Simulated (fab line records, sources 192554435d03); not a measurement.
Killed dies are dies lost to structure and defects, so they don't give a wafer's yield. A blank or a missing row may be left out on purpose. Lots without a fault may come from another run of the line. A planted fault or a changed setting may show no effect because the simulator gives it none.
Split-lot experiment | flow n5_finfet | 7 lots, 39 wafers read, on a route of 1938 steps

THE SPLIT
At N5_ZERO_LAYER_ETCH_18 (etches Si in HBr/Cl2, target depth 120 nm, time 40 s), the setting target_depth_a was moved away from the recipe's 1200 angstrom on 12 of the 39 wafers read, by -49.1% to +29.9%. The other wafers ran this setting at the recipe's value.

The reading is taken at the split's own step.

THE READING
coat_of_ZERO_LAYER_COAT_05.thk_nm (the simulator's own value, which no gauge read), in nm, at N5_ZERO_LAYER_ETCH_18 (etches Si in HBr/Cl2, target depth 120 nm, time 40 s). The file gives no usual value for it. The 27 wafers here that ran the recipe average 930.3 nm, standard deviation 2.6 nm.

wafer  | tool, chamber at the split | target_depth_a as run, angstrom | against the recipe | coat_of_ZERO_LAYER_COAT_05.thk_nm, nm | against lot-mates on the recipe
L076.1 | rie_si-01, 3               | 1200                            | recipe             | 929.7                                 | -
L076.2 | rie_si-01, 0               | 1018                            | -15.2%             | 932.3                                 | +3.3
L076.3 | rie_si-01, 1               | 1018                            | -15.2%             | 934.6                                 | +5.6
L076.4 | rie_si-01, 2               | 1200                            | recipe             | 928.6                                 | -
L076.5 | rie_si-01, 0               | 1018                            | -15.2%             | 931.5                                 | +2.5
L076.6 | rie_si-01, 3               | 1200                            | recipe             | 928.6                                 | -
L078.1 | rie_si-04, 2               | 1200                            | recipe             | 930.9                                 | -
L078.2 | rie_si-04, 3               | 1200                            | recipe             | 931.9                                 | -
L078.3 | rie_si-04, 1               | 1200                            | recipe             | 934.6                                 | -
L078.4 | rie_si-04, 0               | 1200                            | recipe             | 929                                   | -
L078.5 | rie_si-04, 3               | 1200                            | recipe             | 932.9                                 | -
L078.6 | rie_si-04, 2               | 1200                            | recipe             | 931                                   | -
L079.1 | rie_si-01, 1               | 1200                            | recipe             | 929.9                                 | -
L079.2 | rie_si-01, 2               | 1200                            | recipe             | 933.2                                 | -
L079.5 | rie_si-01, 2               | 1200                            | recipe             | 933.5                                 | -
L088.1 | rie_si-01, 0               | 1200                            | recipe             | 929                                   | -
L088.2 | rie_si-01, 1               | 1200                            | recipe             | 925                                   | -
L088.3 | rie_si-01, 3               | 1200                            | recipe             | 929.5                                 | -
L088.4 | rie_si-01, 2               | 1200                            | recipe             | 927.4                                 | -
L088.5 | rie_si-01, 0               | 1200                            | recipe             | 927.4                                 | -
L088.6 | rie_si-01, 1               | 1200                            | recipe             | 927.6                                 | -
L092.1 | rie_si-04, 3               | 1559                            | +29.9%             | 921.2                                 | -11.7
L092.2 | rie_si-04, 1               | 1200                            | recipe             | 930.3                                 | -
L092.3 | rie_si-04, 2               | 1559                            | +29.9%             | 920.5                                 | -12.4
L092.4 | rie_si-04, 0               | 1200                            | recipe             | 932.8                                 | -
L092.5 | rie_si-04, 0               | 1200                            | recipe             | 935.7                                 | -
L092.6 | rie_si-04, 3               | 1559                            | +29.9%             | 920.8                                 | -12.1
L093.1 | rie_si-04, 3               | 788.5                           | -34.3%             | 945.9                                 | +17.7
L093.2 | rie_si-04, 1               | 788.5                           | -34.3%             | 942.7                                 | +14.5
L093.3 | rie_si-04, 0               | 1200                            | recipe             | 929.8                                 | -
L093.4 | rie_si-04, 2               | 1200                            | recipe             | 927.3                                 | -
L093.5 | rie_si-04, 2               | 788.5                           | -34.3%             | 942.9                                 | +14.7
L093.6 | rie_si-04, 1               | 1200                            | recipe             | 927.4                                 | -
L096.1 | rie_si-04, 3               | 611                             | -49.1%             | 953                                   | +21.2
L096.2 | rie_si-04, 1               | 1200                            | recipe             | 929.5                                 | -
L096.3 | rie_si-04, 2               | 611                             | -49.1%             | 954.3                                 | +22.5
L096.4 | rie_si-04, 0               | 611                             | -49.1%             | 954.5                                 | +22.7
L096.5 | rie_si-04, 1               | 1200                            | recipe             | 932.5                                 | -
L096.6 | rie_si-04, 2               | 1200                            | recipe             | 933.4                                 | -

THE FIT
A straight line over all 39 wafers: coat_of_ZERO_LAYER_COAT_05.thk_nm changes by -0.411 nm for each +1% of target_depth_a; r = -0.94; the points scatter about the line by 2.8 nm.
The same after taking each lot's own level away (the mean of its wafers on the recipe; 39 wafers): -0.434 nm for each +1%; r = -0.98; scatter 1.7 nm.
On that fit, the largest move of target_depth_a shifts the reading by 21 nm.
The lots' own levels span 927.65 to 932.93 nm, that is 2.1 times the standard deviation above.
So the lot-to-lot level changes the slope little: the two slopes agree.
Check: with one of the wafers moved furthest among these (-49.1%) left out of the fit, the line predicts +21.3 nm for it against its lot-mates. It came out at +21.2 nm against them.

THE WHOLE CHAIN: every reading that the file lists as answering this split, in the file's order
step                   | what it does                                         | reading                                                                            | change (the file's fit)               | r (the file's)
N5_ZERO_LAYER_ETCH_18  | etches Si in HBr/Cl2, target depth 120 nm, time 40 s | ZERO_LAYER.feature_depth_nm (the simulator's own value, which no gauge read)       | +1.19 nm for each +1% of the setting  | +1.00
N5_ZERO_LAYER_ETCH_18  | etches Si in HBr/Cl2, target depth 120 nm, time 40 s | etch.depth_nm (the simulator's own value, which no gauge read)                     | +1.19 nm for each +1% of the setting  | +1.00
N5_ZERO_LAYER_ETCH_18  | etches Si in HBr/Cl2, target depth 120 nm, time 40 s | coat_of_ZERO_LAYER_COAT_05.thk_nm (the simulator's own value, which no gauge read) | -0.434 nm for each +1% of the setting | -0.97
N5_ZERO_LAYER_STRIP_24 | strips in O2                                         | strip_time_to_endpoint_s                                                           | withheld for each +1% of the setting  | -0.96

THE FILE'S OWN FIT
coat_of_ZERO_LAYER_COAT_05.thk_nm changes by -0.434 nm for each +1% of target_depth_a, r = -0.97.
